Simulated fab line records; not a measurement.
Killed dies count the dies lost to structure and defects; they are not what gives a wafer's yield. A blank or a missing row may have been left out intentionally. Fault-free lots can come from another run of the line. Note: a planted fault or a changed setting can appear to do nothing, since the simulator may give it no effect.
Matching of chambers    flow nand harc    4 sister chambers for NHARC_A_CHANNEL_HOLE_D2_ETCH_44 on rie diel-05
The step etches the open film in CF4/O2, target depth 140 nm, overetch 14 nm, time 77 s. 16 wafers are shown with their chamber, then 8 later ones without.

== WAFERS WITH THEIR CHAMBER ==
wafer   chamber  showerhead plenum p Torr (Torr)  drypump motor current A (A)  rf vpp V (V)
L075.3  0        1.38                             5.0                          197.9
L075.4  2        1.42                             5.0                          199.9
L075.6  3        1.33                             6.0                          197.7
L080.3  3        1.33                             6.0                          198.2
L080.5  0        1.37                             5.1                          198.8
L080.6  3        1.33                             6.1                          197.4
L082.1  0        1.37                             5.1                          198.8
L082.4  2        1.41                             5.0                          199.7
L082.6  0        1.37                             5.1                          199.0
L084.1  1        1.27                             5.8                          197.2
L084.3  3        1.33                             6.0                          198.1
L084.5  3        1.33                             6.0                          198.7
L085.2  0        1.37                             5.0                          199.9
L085.4  3        1.33                             6.0                          197.2
L085.6  1        1.27                             5.8                          195.7
L093.2  3        1.33                             6.0                          197.4

SIGNATURES, as means of the wafers listed above
reading                   chamber 0  chamber 1  chamber 2  chamber 3  scatter within a chamber
showerhead plenum p Torr  1.3720     1.2700     1.4150     1.3300     0.00329
drypump motor current A   5.060      5.800      5.000      6.014      0.0414
rf vpp V                  198.880    196.450    199.800    197.814    0.64
Rule: distance of a wafer from a chamber = root of the sum over the readings of ((wafer's reading minus chamber's mean) / reading's scatter) squared. The wafer belongs to the nearest chamber; if the next one is less than 2 further off, it can't be placed. The scatter is the square root of a quotient: the sum, over the shown wafers, of each reading's squared deviation from its chamber's mean, divided by wafers minus chambers.

== WAFERS WITH NO CHAMBER GIVEN ==
wafer   showerhead plenum p Torr (Torr)  drypump motor current A (A)  rf vpp V (V)
L093.3  1.27                             5.8                          196.8
L093.6  1.37                             5.1                          199.8
L095.2  1.32                             6.1                          199.3
L095.3  1.41                             4.9                          197.0
L095.6  1.37                             5.1                          199.3
L096.3  1.32                             6.1                          198.1
L096.4  1.26                             5.8                          196.4
L096.5  1.41                             5.0                          199.6

== WHICH CHAMBER EACH WENT THROUGH ==
wafer   from the rows above  in truth
L093.3  1                    1
L093.6  0                    0
L095.2  3                    3
L095.3  2                    2
L095.6  0                    0
L096.3  3                    3
L096.4  1                    1
L096.5  2                    2
Correctly placed: 8 of 8. Can't be placed from these rows: 0. Number placed wrongly: 0.
